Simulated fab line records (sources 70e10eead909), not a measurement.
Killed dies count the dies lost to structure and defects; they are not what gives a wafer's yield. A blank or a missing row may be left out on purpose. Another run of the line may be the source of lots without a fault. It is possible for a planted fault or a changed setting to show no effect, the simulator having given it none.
fab line records ; flow nand_harc
record: lots: 4; wafers: 12; last_day: 24
route steps=1159 shown A_CONTACT@909 A_M0@1007 END@1159
lots untouched by any fault: they come from a run of this same line in which no faults occurred
start_h: start of the lot's first displayed wafer, in hours after the record's first day ; wait_h: hours since the lot's step before ; " repeats the value in the row above ; L1.1+2: a single row standing in for several wafers ; - value missing, or start not given ; * or withheld: withheld ; < > ~ a bound
route shown NAME@n: names a module that has steps shown in the file, with the first one's number in the route ; usual: mean/standard deviation of fault-free wafers ; same: alike in all rows ; chamber/n: place in a boat ; sites: each site's reading ; _std_site: standard deviation of those values ; _edge_site: the outer-site mean with the inner-site mean subtracted ; radius_mm: how far each site lies from the wafer's centre ; mask NAME#n: copy n ; behind: tool/chamber where the wafer was last shaped ; hold: why the lot was held/for how many hours/how that ended ; device: which transistor (n, p or np) failed to switch ; end of line: the same wafers' tests at the end of the route ; where a step has no rows: the recipe by itself ; killed: at the first sort, the dies lost to defects and structure; wafer yield is something else ; map: shows each die of a wafer: x if killed, . if not, _ if none is there
set.NAME: setting as actually run; set.NAME@STEP: the setting as run at that earlier step ; model.NAME: the simulator's own value behind a step, which no gauge read
lots at selected steps of the route; one table per step, one row per wafer
services: the hour from which a tool's chamber was out of use, counted from the record's first day as start_h (under 0 if before that day), plus the number of hours and why
== steps ==
step: NHARC_A_CONTACT_ETCH_129
recipe: source_w: withheld; pressure_mtorr: 20; bias_v: 1200; time_s: 155; target_depth_a: 9560; ar_flow_sccm: withheld; c4f8_flow_sccm: withheld; o2_flow_sccm: withheld; chemistry: C4F8/O2/Ar
step: NHARC_A_CONTACT_ETCH_130
recipe: source_w: withheld; pressure_mtorr: 20; bias_v: 1200; time_s: 155; target_depth_a: 9560; ar_flow_sccm: withheld; c4f8_flow_sccm: withheld; o2_flow_sccm: withheld; chemistry: C4F8/O2/Ar
step: NHARC_A_CONTACT_ETCH_131
recipe: source_w: withheld; pressure_mtorr: 20; bias_v: 1200; time_s: 155; target_depth_a: 9560; ar_flow_sccm: withheld; c4f8_flow_sccm: withheld; o2_flow_sccm: withheld; chemistry: C4F8/O2/Ar
step: NHARC_A_CONTACT_ETCH_132
recipe: source_w: withheld; pressure_mtorr: 20; bias_v: 1200; time_s: 156; target_depth_a: 9580; ar_flow_sccm: withheld; c4f8_flow_sccm: withheld; o2_flow_sccm: withheld; chemistry: C4F8/O2/Ar
step: NHARC_A_CONTACT_ETCH_133
recipe: source_w: withheld; pressure_mtorr: 20; bias_v: 400; time_s: 195; target_depth_a: 8400; ar_flow_sccm: withheld; c4f8_flow_sccm: 11.5; o2_flow_sccm: 7.2; chemistry: C4F8/O2/Ar
step: NHARC_A_CONTACT_ETCH_91
recipe: target_depth_a: 400; over_etch_frac: 0.5; time_s: 85.7; ion_energy_ev: 120; ch3f_flow_sccm: 50; o2_flow_sccm: 30; ar_flow_sccm: 200; rf_w: 500; bias_w: 100; chemistry: CH3F/O2
step: NHARC_A_CONTACT_ETCH_97
recipe: target_depth_a: 200; over_etch_frac: 0.5; time_s: 10; ion_energy_ev: 250; c4f6_flow_sccm: 25; o2_flow_sccm: 20; ar_flow_sccm: 500; rf_w: 600; bias_w: 500; chemistry: C4F6/O2
step: NHARC_A_CONTACT_STRIP_103
recipe: n2_flow_sccm: 150; h2_flow_sccm: 150; ar_flow_sccm: 0; bias_w: 0; chemistry: N2/H2
step: NHARC_A_CONTACT_STRIP_104
recipe: cf4_flow_sccm: 100; chf3_flow_sccm: 30; ar_flow_sccm: 0; bias_w: 0; chemistry: CF4/CHF3
step: NHARC_A_CONTACT_STRIP_105
recipe: o2_flow_sccm: 400; cos_flow_sccm: 20; ar_flow_sccm: 0; bias_w: 0; chemistry: O2/COS
step: NHARC_A_CONTACT_ETCH_106
recipe: target_depth_a: 600; overetch_a: 60; time_s: 33; ion_energy_ev: 100; cf4_flow_sccm: 80; o2_flow_sccm: 20; ar_flow_sccm: 0; rf_w: 300; bias_w: 100; chemistry: CF4/O2
step: NHARC_A_CONTACT_STRIP_82
recipe: o2_flow_sccm: 500; ar_flow_sccm: 0; bias_w: 0; chemistry: O2
usual: drypump_motor_current_A: 5.8/0.54; oes_product_au: 0.999/0.0074; rf_vpp_V: 57.7/0.87; showerhead_plenum_p_Torr: 3.55/0.15; throttle_valve_pct: 17.037/0.0096
lot.wafer;tool;chamber;start_h;wait_h;drypump_motor_current_A;oes_product_au;rf_hours_counter_h;rf_vpp_V;showerhead_plenum_p_Torr;throttle_valve_pct
L618.3;rie_diel-06;2;386.82;-;5.1;0.993;28;57.8;3.69;17.028
L618.2;rie_diel-06;3;386.82;-;6.6;0.981;29;59.4;3.68;17.022
L618.4;rie_diel-06;1;386.82;-;5.5;0.986;27;57.8;3.29;17.049
L624.1;rie_diel-13;2;435.36;-;5.8;0.994;53;58.1;3.53;17.024
L624.3;rie_diel-13;3;435.36;-;6.3;0.990;58;57.2;3.62;17.034
L624.2;rie_diel-13;0;435.36;-;5.9;1.000;57;58.0;3.78;17.009
L635.1;rie_diel-06;0;495.91;-;5.3;1.004;14;56.9;3.47;17.049
L635.4;rie_diel-06;1;495.91;-;5.5;0.991;14;56.3;3.28;17.027
L635.5;rie_diel-06;1;495.91;-;5.4;0.986;-;56.5;3.28;17.042
L633.3;rie_diel-06;2;507.72;-;5.1;1.004;18;57.8;3.67;17.031
L633.4;rie_diel-06;0;507.72;-;5.3;1.001;16;57.8;3.47;17.020
L633.2;rie_diel-06;1;507.72;-;5.5;0.997;16;57.1;3.28;17.047
step: NHARC_A_CONTACT_STRIP_83
recipe: time_s: 600; temp_c: 30; chemistry: post_etch_residue_remover
step: NHARC_A_CONTACT_DEP_84
recipe: target_thk_a: 20000; temp_c: 400; material: aC
step: NHARC_A_CONTACT_DEP_85
recipe: target_thk_a: 500; target_thk_nm: 50; temp_c: 400; pressure_torr: 3.5; flow_sccm: 200; rf_w: 350; material: SiON
step: NHARC_A_CONTACT_DEHYDRATE_00
recipe: temp_c: 150; time_s: 120
step: NHARC_A_CONTACT_HMDS_01
recipe: time_s: 30
step: NHARC_A_CONTACT_COAT_86
recipe: temp_c: 260; time_s: 75
step: NHARC_A_CONTACT_COAT_87
recipe: temp_c: 225; time_s: 65
step: NHARC_A_CONTACT_COAT_02
recipe: spin_rpm: 1500; resist_thk_nm: 90
step: NHARC_A_CONTACT_SOFTBAKE_03
recipe: temp_c: 105; time_s: 55
step: NHARC_A_CONTACT_EBR_04
step: NHARC_A_CONTACT_EXPOSE_05
recipe: na: 1.35; sigma_outer: 0.8; dose_mj: 84.24; mask_id: A_CC
step: NHARC_A_CONTACT_PEB_06
recipe: peb_temp_c: 100; peb_time_s: 65
step: NHARC_A_CONTACT_DEVELOP_07
recipe: develop_time_s: 35; dev_temp_c: 23
step: NHARC_A_CONTACT_DESCUM_13
recipe: time_s: 3; o2_flow_sccm: 200; ar_flow_sccm: 0; bias_power_w: 0; chemistry: O2
step: NHARC_A_CONTACT_ETCH_88
recipe: target_depth_a: 390; over_etch_frac: 0.3; time_s: 65; ion_energy_ev: 80; cf4_flow_sccm: 150; ar_flow_sccm: 0; rf_w: 300; bias_w: 100; chemistry: CF4
step: NHARC_A_CONTACT_ETCH_89
recipe: target_depth_a: 2600; over_etch_frac: 0.3; time_s: 475.3; ion_energy_ev: 200; n2_flow_sccm: 150; h2_flow_sccm: 150; ar_flow_sccm: 0; rf_w: 400; bias_w: 150; chemistry: N2/H2
step: NHARC_A_CONTACT_ETCH_30
recipe: target_depth_a: 605; time_s: 30.2; cf4_flow_sccm: 100; chf3_flow_sccm: 30; ar_flow_sccm: 0; rf_w: 500; bias_w: 200; chemistry: CF4/CHF3
step: NHARC_A_CONTACT_ETCH_31
recipe: target_depth_a: 20000; over_etch_frac: 0.3; time_s: 520; ion_energy_ev: 150; o2_flow_sccm: 400; cos_flow_sccm: 20; ar_flow_sccm: 0; rf_w: 500; bias_w: 300; chemistry: O2/COS
step: NHARC_A_CONTACT_ETCH_134
recipe: source_w: withheld; pressure_mtorr: 20; bias_v: withheld; time_s: 140; target_depth_a: 7000; ar_flow_sccm: withheld; c4f8_flow_sccm: withheld; o2_flow_sccm: withheld; chemistry: C4F8/O2/Ar
step: NHARC_A_CONTACT_ETCH_135
recipe: source_w: withheld; pressure_mtorr: 20; bias_v: 3000; time_s: 132; target_depth_a: 12870; ar_flow_sccm: withheld; c4f8_flow_sccm: withheld; o2_flow_sccm: withheld; chemistry: C4F8/O2/Ar
step: NHARC_A_CONTACT_ETCH_136
recipe: source_w: withheld; pressure_mtorr: 20; bias_v: 3000; time_s: 132; target_depth_a: 12870; ar_flow_sccm: withheld; c4f8_flow_sccm: withheld; o2_flow_sccm: withheld; chemistry: C4F8/O2/Ar
step: NHARC_A_CONTACT_ETCH_137
recipe: source_w: withheld; pressure_mtorr: 20; bias_v: 3000; time_s: 132; target_depth_a: 12870; ar_flow_sccm: withheld; c4f8_flow_sccm: withheld; o2_flow_sccm: withheld; chemistry: C4F8/O2/Ar
step: NHARC_A_CONTACT_ETCH_138
recipe: source_w: withheld; pressure_mtorr: 20; bias_v: 3000; time_s: 132; target_depth_a: 12890; ar_flow_sccm: withheld; c4f8_flow_sccm: withheld; o2_flow_sccm: withheld; chemistry: C4F8/O2/Ar
step: NHARC_A_CONTACT_ETCH_139
recipe: source_w: withheld; pressure_mtorr: 20; bias_v: 400; time_s: 137; target_depth_a: 5900; ar_flow_sccm: withheld; c4f8_flow_sccm: 11.5; o2_flow_sccm: 7.2; chemistry: C4F8/O2/Ar
step: NHARC_A_CONTACT_ETCH_92
recipe: target_depth_a: 400; over_etch_frac: 0.5; time_s: 85.7; ion_energy_ev: 120; ch3f_flow_sccm: 50; o2_flow_sccm: 30; ar_flow_sccm: 200; rf_w: 500; bias_w: 100; chemistry: CH3F/O2
step: NHARC_A_CONTACT_ETCH_98
recipe: target_depth_a: 200; over_etch_frac: 0.5; time_s: 10; ion_energy_ev: 250; c4f6_flow_sccm: 25; o2_flow_sccm: 20; ar_flow_sccm: 500; rf_w: 600; bias_w: 500; chemistry: C4F6/O2
step: NHARC_A_M0_DESCUM_14
recipe: time_s: 3; o2_flow_sccm: 200; ar_flow_sccm: 0; bias_power_w: 0; chemistry: O2
usual: drypump_motor_current_A: 5.6/0.59; oes_product_au: 0.995/0.0075; rf_vpp_V: 57.5/0.89; showerhead_plenum_p_Torr: 1.87/0.08; throttle_valve_pct: 11.312/0.01
lot.wafer;tool;chamber;start_h;wait_h;drypump_motor_current_A;oes_product_au;rf_hours_counter_h;rf_vpp_V;showerhead_plenum_p_Torr;throttle_valve_pct;model.A_M0.cd_nm
L618.3;rie_diel-07;1;403.28;0.1;5.2;1.000;10;56.9;1.84;11.313;80.02
L618.4;rie_diel-07;2;403.28;0.1;5.5;0.996;11;58.8;1.87;11.315;80.63
L618.2;rie_diel-07;0;403.28;0.1;6.0;0.990;11;58.4;1.83;11.289;79.79
L624.3;rie_diel-04;2;456.30;0.1;6.4;1.002;12;57.5;1.88;11.307;80.93
L624.1;rie_diel-04;3;456.30;0.1;6.5;0.994;12;57.0;1.84;11.311;80.17
L624.2;rie_diel-04;1;456.30;0.1;5.3;0.993;10;56.3;2.00;11.310;80.35
L635.1;rie_diel-11;3;510.07;0.1;4.8;0.998;10;56.4;1.79;11.316;84.44
L635.4;rie_diel-11;0;510.07;0.1;6.1;1.002;10;56.8;1.91;11.313;83.44
L635.5;rie_diel-11;2;510.07;0.1;6.2;0.997;-;58.1;1.79;11.314;83.84
L633.4;rie_diel-11;0;520.82;0.1;6.0;0.990;10;57.5;1.91;11.322;82.3
L633.2;rie_diel-11;2;520.82;0.1;6.2;0.997;11;58.6;1.79;11.319;82.75
L633.3;rie_diel-11;3;520.82;0.1;4.8;0.989;11;57.9;1.79;11.291;82.7
step: NHARC_A_M0_ETCH_15
recipe: target_depth_a: 1500; overetch_a: 150; time_s: 82.5; c4f8_flow_sccm: withheld; ar_flow_sccm: 400; rf_w: 600; bias_w: 300; chemistry: C4F8/Ar
usual: oes_product_au: 0.940/0.022; rf_vpp_V: 439.7/2.7
lot.wafer;tool;chamber;start_h;wait_h;oes_product_au;rf_hours_counter_h;rf_vpp_V;model.A_M0.cd_nm
L618.2;rie_diel-07;1;-;-;0.933;10;438.4;79.65
L618.4;rie_diel-07;3;-;-;0.931;11;444.8;80.66
L618.3;rie_diel-07;0;-;-;0.932;11;439.6;80.19
L624.2;rie_diel-04;0;-;-;0.919;12;444.6;80.13
L624.3;rie_diel-04;1;-;-;0.913;10;443.2;80.82
L624.1;rie_diel-04;2;-;-;0.913;12;438.7;79.9
L635.4;rie_diel-11;2;-;-;0.917;10;436.4;83.51
L635.1;rie_diel-11;3;-;-;0.916;10;437.2;84.23
L635.5;rie_diel-11;2;-;-;0.919;-;438.7;83.98
L633.2;rie_diel-11;2;-;-;0.934;11;437.0;82.7
L633.3;rie_diel-11;3;-;-;0.931;11;438.4;82.39
L633.4;rie_diel-11;0;-;-;0.909;10;440.8;82.16
step: NHARC_END_SORT_01
recipe: temp_c: 25
usual: killed_at_array: 31/12; killed_at_other: 0.6/0.85; killed_at_periphery: 3.0/2.3; killed_dies: 35/12; killed_open: 3.2/1.9; killed_short: 1.8/1.4
same: gross_dies: 677
lot.wafer;tool;chamber;start_h;wait_h;killed_at_array;killed_at_other;killed_at_periphery;killed_dies;killed_open;killed_short
L624.1;prober-01;0;500.92;2.5;26;1;2;29;0;1
L624.2;prober-01;0;501.71;2.8;33;0;3;36;5;1
L624.3;prober-01;0;502.51;3.1;41;1;4;46;9;1
L635.1;prober-01;0;551.55;2.5;130;0;2;132;5;4
L635.4;prober-01;0;553.94;3.4;91;0;8;99;4;0
L635.5;prober-01;0;554.74;3.7;95;0;4;99;3;1
L633.2;prober-02;0;565.72;2.8;81;0;4;85;2;5
L633.3;prober-02;0;566.51;3.1;100;0;7;107;3;1
L633.4;prober-02;0;567.31;3.4;115;1;2;118;3;4
killed by level:class
L624.1 A_CHANNEL_HOLE_D1:chamber_film_flake=12 A_SLIT:chamber_film_flake=9 A_CONTACT:chamber_film_flake=2 A_STAIRCASE:chamber_film_flake=2 A_CHANNEL_FILL_D1:geometric_particle:short=1 P_STI:chamber_film_flake=1 P_M2:chamber_film_flake=1 THIN_TSV:chamber_film_flake=1
L624.2 A_CHANNEL_HOLE_D1:chamber_film_flake=11 A_SLIT:chamber_film_flake=8 A_CONTACT:geometric_particle:open=4 A_CONTACT:chamber_film_flake=4 P_STI:chamber_film_flake=2 A_WL_FILL:chamber_film_flake=2 A_STAIRCASE:chamber_film_flake=2 A_ONON_D1:geometric_particle:short=1
L624.3 A_SLIT:chamber_film_flake=13 A_CHANNEL_HOLE_D1:chamber_film_flake=11 A_STAIRCASE:chamber_film_flake=3 A_CONTACT:chamber_film_flake=3 P_M0:geometric_particle:open=2 A_CHANNEL_FILL_D1:geometric_particle:open=2 A_BLC:geometric_particle:open=2 A_ZERO_WELL:chamber_film_flake=2
L635.1 A_CONTACT:unspecified=84 A_SLIT:chamber_film_flake=20 A_CHANNEL_HOLE_D1:chamber_film_flake=10 A_CONTACT:chamber_film_flake=7 A_WL_FILL:geometric_particle:open=2 A_CONTACT:geometric_particle:open=2 A_BLC:geometric_particle:short=2 P_STI:chamber_film_flake=2
L635.4 A_CONTACT:unspecified=54 A_SLIT:chamber_film_flake=18 A_CHANNEL_HOLE_D1:chamber_film_flake=12 P_M0:chamber_film_flake=3 A_CONTACT:chamber_film_flake=3 P_STI:chamber_film_flake=2 P_CONTACT:geometric_particle:open=1 P_M0:geometric_particle:open=1
L635.5 A_CONTACT:unspecified=55 A_SLIT:chamber_film_flake=17 A_CHANNEL_HOLE_D1:chamber_film_flake=11 A_CONTACT:chamber_film_flake=7 P_STI:chamber_film_flake=2 A_CHANNEL_FILL_D1:geometric_particle:open=1 A_WL_FILL:geometric_particle:short=1 A_CONTACT:geometric_particle:open=1
L633.2 A_CONTACT:unspecified=51 A_CHANNEL_HOLE_D1:chamber_film_flake=17 P_CONTACT:chamber_film_flake=4 A_WL_FILL:geometric_particle:short=3 A_CONTACT:geometric_particle:short=2 A_SLIT:chamber_film_flake=2 A_CONTACT:chamber_film_flake=2 A_CHANNEL_HOLE_D1:geometric_particle:open=1
L633.3 A_CONTACT:unspecified=69 A_CHANNEL_HOLE_D1:chamber_film_flake=24 P_CONTACT:chamber_film_flake=3 A_CONTACT:chamber_film_flake=3 P_CONTACT:geometric_particle:short=1 P_M1:geometric_particle:open=1 A_CHANNEL_HOLE_D1:geometric_particle:open=1 A_WL_FILL:geometric_particle:open=1
L633.4 A_CONTACT:unspecified=76 A_CHANNEL_HOLE_D1:chamber_film_flake=25 A_CONTACT:chamber_film_flake=4 A_STAIRCASE:chamber_film_flake=2 P_M1:geometric_particle:short=1 A_ONON_D1:geometric_particle:short=1 A_CHANNEL_HOLE_D1:geometric_particle:open=1 A_CHANNEL_FILL_D1:geometric_particle:short=1
map L633.4 (x killed, . not)
____________.____________
_________......._________
_______..........._______
______.............______
_____..............._____
____.......x.........____
____.................____
___..................x___
___...................___
__.....................__
__....x..xxx...........__
_........x.......x......_
_.....xx.xxx............_
_.....xxxxxxx........x.x_
_....xx.xxxxx.....x....._
_.....xxxxxxxx....x..x.._
.......xxxxxxx..x.x...x..
......xxxxxxxxx..xx.xx...
.....x.xxxxxxx..xxxxxx...
......xxxxxxxx...x...x...
.......x.xxx.......xxx...
_....x..x.xx........x.x._
_.......xxx.......xx.x.._
_......xx.xx.........x.._
_...................x..._
_...................x.x._
__.....................__
__....x................__
___x..........x.......___
___...................___
____.................____
____.................____
_____.....x........._____
______.............______
_______..........._______
_________......._________
____________.____________
map L635.1 (x killed, . not)
____________.____________
_________......._________
_______..........._______
______.............______
_____..............._____
____...........x.....____
____.................____
___...................___
___.............x.....___
__.....................__
__.....................__
_...x.x.x...xx..x......._
_......xx.xx............_
_.....xxxxxx...x........_
_...x.xxxxxxxxx..x..x..._
_.....xxxxxxx.xx..x....._
.....xxxxxxxxx...........
....xxxxxxxxxx.x.xx......
..xx..xxxxxx.x....x......
..xx.xxxxxxxxx...........
..xx.xxxxxxxx.x..........
_xxx..x.xxxxx..........._
_x..xx.xxxx.xx.....xx..._
_.xxxxx.x.x............._
_.xxx..................._
_x...x.................._
__..................x..__
__.....................__
___..................x___
___.......x...........___
____.....x...........____
____.................____
_____..............._____
______..x..........______
_______..........._______
_________......._________
____________.____________
== services ==
tool;chamber;start_h;hours;kind
rie_diel-04;1;363.50;2.4;repair
rie_diel-11;-;366.50;9.0;pm
rie_diel-11;0;366.50;9.0;vent_cycle
rie_diel-11;1;366.50;9.0;vent_cycle
rie_diel-11;2;366.50;9.0;vent_cycle
rie_diel-11;3;366.50;9.0;vent_cycle
rie_diel-11;0;375.50;-;clean
rie_diel-11;1;375.50;-;clean
rie_diel-11;2;375.50;-;clean
rie_diel-04;0;389.82;3.0;repair
rie_diel-11;2;393.55;4.1;repair
rie_diel-11;1;396.35;8.9;repair
rie_diel-07;-;405.58;9.0;pm
rie_diel-06;-;418.20;9.0;pm
rie_diel-04;1;437.70;15.6;repair
rie_diel-07;1;448.00;10.0;repair
rie_diel-13;-;453.14;9.0;pm
rie_diel-04;-;465.90;9.0;pm
rie_diel-11;0;468.15;14.7;repair
rie_diel-06;3;475.93;7.0;repair
rie_diel-11;2;486.28;1.2;repair
rie_diel-11;1;497.02;2.7;repair
rie_diel-04;1;514.64;13.2;repair
rie_diel-04;0;519.76;8.3;repair
== key ==
first_sign: step: NHARC_END_SORT_01; reading: killed_dies; direction: up; sigmas: 6.3; usual: 35; struck: 107
effect: step: NHARC_END_SORT_01; reading: killed_at_array; direction: up; sigmas: 6.1; usual: 31; struck: 102
model_effect: step: NHARC_A_M0_DESCUM_14; value: A_M0.cd_nm; without: 79.53; struck: 83.25
model_effect: step: NHARC_A_M0_ETCH_15; value: A_M0.cd_nm; without: 79.44; struck: 83.16
more_kills_born_at: NHARC_A_CONTACT_STRIP_82@rie_diel-06: 389
met_at NHARC_A_CONTACT_STRIP_82
struck_wafers L633.2,L633.3,L633.4,L635.1,L635.4,L635.5
tester_left_out L633,L635
loop_trim: step: NHARC_A_M0_EXPOSE_06; setting: dose; lots: L633,L635
onset_between 386.82 495.91
also_fits time
fault: kind: chamber_particle_source; tool: rie_diel-06; chamber: -; onset_h: 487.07; steps: NHARC_A_CONTACT_STRIP_82; rate_per_visit_cm2: 0.55161; end_h: 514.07
tester_left_out: of these lots the tester's yield and bins aren't shown, on N5 and GAA mostly nor the transistor test; their killed dies are dies lost to structure and defects alone, not to doping, threshold or leakage, so they don't give the yield
loop_trim: a control loop set the setting to another value than it would have without faults
